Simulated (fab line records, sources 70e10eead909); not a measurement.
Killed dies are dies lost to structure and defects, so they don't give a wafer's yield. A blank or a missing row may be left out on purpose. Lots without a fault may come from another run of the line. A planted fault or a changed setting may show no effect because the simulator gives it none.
Chamber matching | flow nand_harc | NHARC_A_CHANNEL_FILL_D2_ALD_02 on ald_hk-02: 4 sister chambers
The step deposits SiO2, target thk 6 nm, pulse time 10 s, ald cycles 60. 8 wafers are shown with their chamber, then 11 later ones without.

WAFERS WITH THEIR CHAMBER
wafer  | chamber | heater_power_outer_w (W) | heater_power_w (W)
L078.1 | 1       | 271                      | 505
L077.5 | 3       | 300                      | 542
L079.5 | 2       | 230                      | 404
L079.6 | 1       | 279                      | 500
L083.2 | 2       | 221                      | 401
L083.5 | 0       | 304                      | 539
L083.6 | 3       | 295                      | 519
L085.1 | 0       | 300                      | 543

WAFERS WITHOUT THEIR CHAMBER
wafer  | heater_power_outer_w (W) | heater_power_w (W)
L085.3 | 261                      | 480
L085.4 | 226                      | 413
L088.1 | 226                      | 413
L088.2 | 297                      | 525
L088.4 | 262                      | 483
L092.1 | 300                      | 549
L092.4 | 300                      | 526
L092.5 | 298                      | 526
L096.4 | 300                      | 539
L096.5 | 307                      | 515
L096.6 | 306                      | 536

WHICH CHAMBER EACH WENT THROUGH
wafer  | from the rows above     | in truth
L085.3 | 1                       | 1
L085.4 | 2                       | 2
L088.1 | 2                       | 2
L088.2 | can't be placed: 3 or 0 | 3
L088.4 | 1                       | 1
L092.1 | can't be placed: 0 or 3 | 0
L092.4 | can't be placed: 3 or 0 | 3
L092.5 | can't be placed: 3 or 0 | 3
L096.4 | can't be placed: 0 or 3 | 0
L096.5 | can't be placed: 3 or 0 | 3
L096.6 | can't be placed: 0 or 3 | 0
Placed correctly: 4 of 11. Can't be placed from these rows: 7 (the true chamber is among the candidates in 7). Placed wrongly: 0.
How it was worked out, from the rows above alone: a wafer's distance from a chamber is the root of the sum, over the readings, of the square of ((its reading less the chamber's mean) divided by the reading's scatter). The wafer belongs to the nearest chamber; if the next one is less than 2 further off, it can't be placed. A chamber's mean is the mean of its shown wafers. The scatter: the root of (the sum of the squares of (reading less its chamber's mean) over the shown wafers, divided by (wafers less chambers)).
